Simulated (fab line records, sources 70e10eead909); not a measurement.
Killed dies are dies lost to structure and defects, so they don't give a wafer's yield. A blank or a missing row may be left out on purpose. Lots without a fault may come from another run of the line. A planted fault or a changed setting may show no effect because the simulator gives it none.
Which tool did it? | flow nand_harc | 12 lots, 36 wafers sampled, at 5 steps of a route of 1159

WHAT THE GAUGES READ, wafer by wafer
NHARC_A_SLIT_INSPECT_11.
lot  | measured     | on                | raw_defect_count
L945 | day 14 09:22 | defect_inspect-01 | 18 19 16
L946 | day 15 00:04 | defect_inspect-01 | 7 16 9
L949 | day 15 01:38 | defect_inspect-01 | 23 34 18
L956 | day 16 20:25 | defect_inspect-01 | 25 33 25
L954 | day 16 20:37 | defect_inspect-01 | 21 28 19
L958 | day 17 08:40 | defect_inspect-02 | 16 12 15
L957 | day 18 01:49 | defect_inspect-02 | 37 46 35
L963 | day 18 11:55 | defect_inspect-02 | 17 12 21
L962 | day 18 15:17 | defect_inspect-02 | 39 41 40
L966 | day 18 21:38 | defect_inspect-01 | 22 17 22
L967 | day 19 17:08 | defect_inspect-01 | 17 18 16
L968 | day 20 05:08 | defect_inspect-01 | 22 17 19

NHARC_END_SORT_01.
lot  | measured     | on        | killed_at_array | killed_at_other | killed_at_periphery | killed_dies | killed_open | killed_short
L956 | day 22 04:19 | prober-02 | 675 673 675     | 0 0 0           | 2 4 2               | 677 677 677 | 3 6 3       | 4 2 2
L954 | day 22 00:25 | prober-01 | 673 672 671     | 0 1 1           | 4 4 5               | 677 677 677 | 2 3 2       | 0 3 2

WHICH TOOL RAN EACH LOT (tool, then ch and the chambers of the sampled wafers, then the start)
lot  | NHARC_A_SLIT_DESCUM_14             | NHARC_A_SLIT_ETCH_29               | NHARC_A_SLIT_STRIP_18
L945 | rie_diel-06 ch 0,2, day 14 09:25   | rie_diel-06 ch 0,2,3, day 14 13:47 | rie_diel-06 ch 1,2,3, day 14 13:53
L946 | rie_diel-06 ch 0,2,3, day 15 00:08 | rie_diel-06 ch 0,1,3, day 15 03:02 | rie_diel-06 ch 1,2, day 15 03:07
L949 | rie_diel-06 ch 2,3, day 15 01:41   | rie_diel-06 ch 0,2, day 15 04:41   | rie_diel-06 ch 0,1,3, day 15 04:50
L956 | rie_diel-13 ch 1,2, day 16 20:29   | rie_diel-01 ch 0,1,3, day 16 23:21 | rie_diel-01 ch 1,3, day 16 23:26
L954 | rie_diel-06 ch 0,1, day 16 20:41   | rie_diel-06 ch 0,2,3, day 16 23:41 | rie_diel-06 ch 0,1,3, day 16 23:49
L958 | rie_diel-01 ch 0,2, day 17 08:44   | rie_diel-06 ch 1,2, day 17 11:47   | rie_diel-06 ch 0,2,3, day 17 11:54
L957 | rie_diel-13 ch 1,2,3, day 18 01:53 | rie_diel-06 ch 0,1,2, day 18 04:47 | rie_diel-06 ch 0,2,3, day 18 04:52
L963 | rie_diel-01 ch 1,3, day 18 11:59   | rie_diel-01 ch 0,3, day 18 14:52   | rie_diel-01 ch 0,1,2, day 18 14:57
L962 | rie_diel-13 ch 0,1,3, day 18 15:22 | rie_diel-13 ch 2,3, day 18 18:14   | rie_diel-13 ch 2,3, day 18 18:21
L966 | rie_diel-01 ch 0,1,2, day 18 21:44 | rie_diel-01 ch 0,2,3, day 19 01:49 | rie_diel-01 ch 2,3, day 19 01:55
L967 | rie_diel-13 ch 0,1, day 19 17:11   | rie_diel-06 ch 0,2,3, day 19 20:16 | rie_diel-06 ch 0,3, day 19 20:22
L968 | rie_diel-06 ch 0,2,3, day 20 05:12 | rie_diel-01 ch 0,1, day 20 10:35   | rie_diel-01 ch 0,1,3, day 20 10:44
- NHARC_A_SLIT_DESCUM_14: chemistry O2, time 3 s.
- NHARC_A_SLIT_ETCH_29: etches the open film in CF4/O2, target depth 100 nm, overetch 10 nm, time 55 s.
- NHARC_A_SLIT_STRIP_18: strips in O2.

WHAT THE TOOLS THEMSELVES READ (means of the sampled wafers that have a number; where no wafer has one, the mark that the record gives instead)
NHARC_A_SLIT_DESCUM_14.
lot  | tool        | drypump_motor_current_A (A) | oes_product_au (a.u.) | rf_vpp_V (V) | showerhead_plenum_p_Torr (Torr) | throttle_valve_pct (%)
L945 | rie_diel-06 | 5.7                         | 0.992                 | 57.0         | 1.95                            | 11.313
L946 | rie_diel-06 | 5.6                         | 1.004                 | 57.4         | 1.93                            | 11.302
L949 | rie_diel-06 | 5.7                         | 1.004                 | 57.9         | 1.99                            | 11.309
L956 | rie_diel-13 | 6.0                         | 0.999                 | 58.4         | 1.96                            | 11.310
L954 | rie_diel-06 | 5.5                         | 0.993                 | 56.8         | 1.80                            | 11.312
L958 | rie_diel-01 | 6.1                         | 0.991                 | 58.2         | 2.03                            | 11.319
L957 | rie_diel-13 | 6.0                         | 0.988                 | 58.3         | 1.97                            | 11.314
L963 | rie_diel-01 | 5.9                         | 0.987                 | 57.0         | 1.83                            | 11.300
L962 | rie_diel-13 | 5.5                         | 0.992                 | 57.7         | 1.92                            | 11.312
L966 | rie_diel-01 | 6.1                         | 0.994                 | 57.6         | 2.01                            | 11.316
L967 | rie_diel-13 | 5.5                         | 0.994                 | 57.5         | 1.90                            | 11.308
L968 | rie_diel-06 | 5.6                         | 0.995                 | 57.9         | 1.92                            | 11.313

NHARC_A_SLIT_ETCH_29.
lot  | tool        | drypump_motor_current_A (A) | oes_product_au (a.u.) | rf_vpp_V (V) | showerhead_plenum_p_Torr (Torr) | throttle_valve_pct (%)
L945 | rie_diel-06 | 5.6                         | 1.000                 | 198.3        | 1.34                            | 13.397
L946 | rie_diel-06 | 5.6                         | 1.001                 | 196.8        | 1.29                            | 13.404
L949 | rie_diel-06 | 5.7                         | 0.988                 | 197.9        | 1.36                            | 13.396
L956 | rie_diel-01 | 6.0                         | 0.999                 | 197.8        | 1.34                            | 13.401
L954 | rie_diel-06 | 5.6                         | 0.993                 | 198.0        | 1.34                            | 13.391
L958 | rie_diel-06 | 5.7                         | 0.989                 | 197.4        | 1.36                            | 13.398
L957 | rie_diel-06 | 5.6                         | 0.995                 | 197.0        | 1.31                            | 13.395
L963 | rie_diel-01 | 6.0                         | 1.003                 | 199.0        | 1.36                            | 13.406
L962 | rie_diel-13 | 6.1                         | 1.001                 | 199.5        | 1.41                            | 13.388
L966 | rie_diel-01 | 6.0                         | 0.997                 | 198.7        | 1.36                            | 13.394
L967 | rie_diel-06 | 5.6                         | 0.990                 | 196.9        | 1.34                            | 13.401
L968 | rie_diel-01 | 6.1                         | 1.003                 | 199.0        | 1.40                            | 13.404

NHARC_A_SLIT_STRIP_18.
lot  | tool        | chamber_pressure_mTorr (mTorr) | drypump_motor_current_A (A) | oes_product_au (a.u.) | rf_vpp_V (V) | showerhead_plenum_p_Torr (Torr) | throttle_valve_pct (%)
L945 | rie_diel-06 | 59.92                          | 5.7                         | 0.997                 | 57.7         | 3.56                            | 17.041
L946 | rie_diel-06 | 59.99                          | 5.7                         | 0.997                 | 58.8         | 3.60                            | 17.042
L949 | rie_diel-06 | 60.00                          | 5.6                         | 0.997                 | 57.8         | 3.43                            | 17.046
L956 | rie_diel-01 | -                              | -                           | -                     | -            | -                               | -
L954 | rie_diel-06 | -                              | -                           | -                     | -            | -                               | -
L958 | rie_diel-06 | 59.98                          | 5.6                         | 0.989                 | 58.0         | 3.55                            | 17.024
L957 | rie_diel-06 | 59.93                          | 5.7                         | 0.988                 | 58.4         | 3.55                            | 17.042
L963 | rie_diel-01 | 60.01                          | 6.0                         | 0.993                 | 57.4         | 3.69                            | 17.035
L962 | rie_diel-13 | 60.06                          | 6.1                         | 0.994                 | 59.2         | 3.71                            | 17.036
L966 | rie_diel-01 | 59.99                          | 6.0                         | 0.999                 | 58.4         | 3.42                            | 17.044
L967 | rie_diel-06 | 60.06                          | 5.6                         | 0.991                 | 56.8         | 3.51                            | 17.038
L968 | rie_diel-01 | 59.92                          | 6.0                         | 0.993                 | 58.0         | 3.54                            | 17.044

THE ANSWER, worked out from the rows above alone
Rule: what is usual is taken from the lots themselves. Put in order of their means at a reading, lots are off if they are a third of the lots or fewer, leave a main group of 4 or more, and stand apart from it by a gap of 3 or more times the standard deviation of the main group's means; of several such gaps the widest counts. A main group whose means are all the same, to the digits that the tables above print for the reading, isn't used. A lot without any number at a reading at which 4 lots or more have one is off too. The other lots that the step has rows for count as sound. The gauges are gone through in route order, then the tools' own readings, and for those a lot's mean is taken as printed above. The first step at which some lot is off is used, and at that step the reading that is off furthest; a lot without a number counts as furthest.
Off: L956, L954, at NHARC_A_SLIT_STRIP_18 (chamber_pressure_mTorr). Without a number there: L956, L954. The main group: mean 59.99 mTorr, standard deviation 0.049.
A tool fits if, at that step or a process step before it, it ran every lot that is off, and no sound lot after the first of them. None of those tried fits.

WHAT THE SIMULATOR HAD PUT IN
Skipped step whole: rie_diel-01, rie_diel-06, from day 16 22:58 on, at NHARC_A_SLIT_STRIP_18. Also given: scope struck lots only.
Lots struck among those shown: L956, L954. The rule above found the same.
